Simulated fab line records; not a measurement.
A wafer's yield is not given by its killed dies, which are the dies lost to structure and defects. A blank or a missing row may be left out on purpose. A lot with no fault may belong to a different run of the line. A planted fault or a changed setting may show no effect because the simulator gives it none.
Matching of chambers || flow n5Finfet || N5_BEOL_M5_DESCUM_33 on rieDiel-05 has 4 sister chambers
The step chemistry O2, time 7 s. 4 wafers are shown with their chamber, then 9 later ones without.

## EACH WAFER AND ITS CHAMBER
{"wafer": "L082.6", "chamber": 2, "showerheadPlenumPTorr (Torr)": 2.17}
{"wafer": "L088.2", "chamber": 3, "showerheadPlenumPTorr (Torr)": 2.03}
{"wafer": "L090.3", "chamber": 0, "showerheadPlenumPTorr (Torr)": 2.11}
{"wafer": "L090.4", "chamber": 1, "showerheadPlenumPTorr (Torr)": 2.16}

## WAFERS WITH NO CHAMBER GIVEN
{"wafer": "L092.1", "showerheadPlenumPTorr (Torr)": 2.11}
{"wafer": "L092.2", "showerheadPlenumPTorr (Torr)": 2.16}
{"wafer": "L092.5", "showerheadPlenumPTorr (Torr)": 2.16}
{"wafer": "L095.1", "showerheadPlenumPTorr (Torr)": 2.10}
{"wafer": "L095.4", "showerheadPlenumPTorr (Torr)": 2.16}
{"wafer": "L095.5", "showerheadPlenumPTorr (Torr)": 2.16}
{"wafer": "L096.1", "showerheadPlenumPTorr (Torr)": 2.16}
{"wafer": "L096.2", "showerheadPlenumPTorr (Torr)": 2.02}
{"wafer": "L096.6", "showerheadPlenumPTorr (Torr)": 2.16}

## CHAMBER TAKEN BY EACH
{"wafer": "L092.1", "from the rows above": 0, "in truth": 0}
{"wafer": "L092.2", "from the rows above": 1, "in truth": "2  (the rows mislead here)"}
{"wafer": "L092.5", "from the rows above": 1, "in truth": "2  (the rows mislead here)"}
{"wafer": "L095.1", "from the rows above": 0, "in truth": 0}
{"wafer": "L095.4", "from the rows above": 1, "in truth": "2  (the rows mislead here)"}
{"wafer": "L095.5", "from the rows above": 1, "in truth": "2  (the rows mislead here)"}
{"wafer": "L096.1", "from the rows above": 1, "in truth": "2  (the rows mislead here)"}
{"wafer": "L096.2", "from the rows above": 3, "in truth": 3}
{"wafer": "L096.6", "from the rows above": 1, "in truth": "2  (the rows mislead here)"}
Correct placement for 3 of the 9. Left unplaced by these rows: 0. Wrongly placed: 6.
How it was worked out, from the rows above alone: a wafer's distance from a chamber is the root of the sum, over the readings, of the square of ((its reading less the chamber's mean) divided by the reading's scatter). If the next closest chamber is less than 2 further off than the closest, the wafer can't be placed; otherwise it belongs to the closest. A chamber's mean is the mean of its shown wafers. The scatter: with one shown wafer a chamber, the root of the mean of the squares of how far each hidden wafer lies from its nearest shown one.
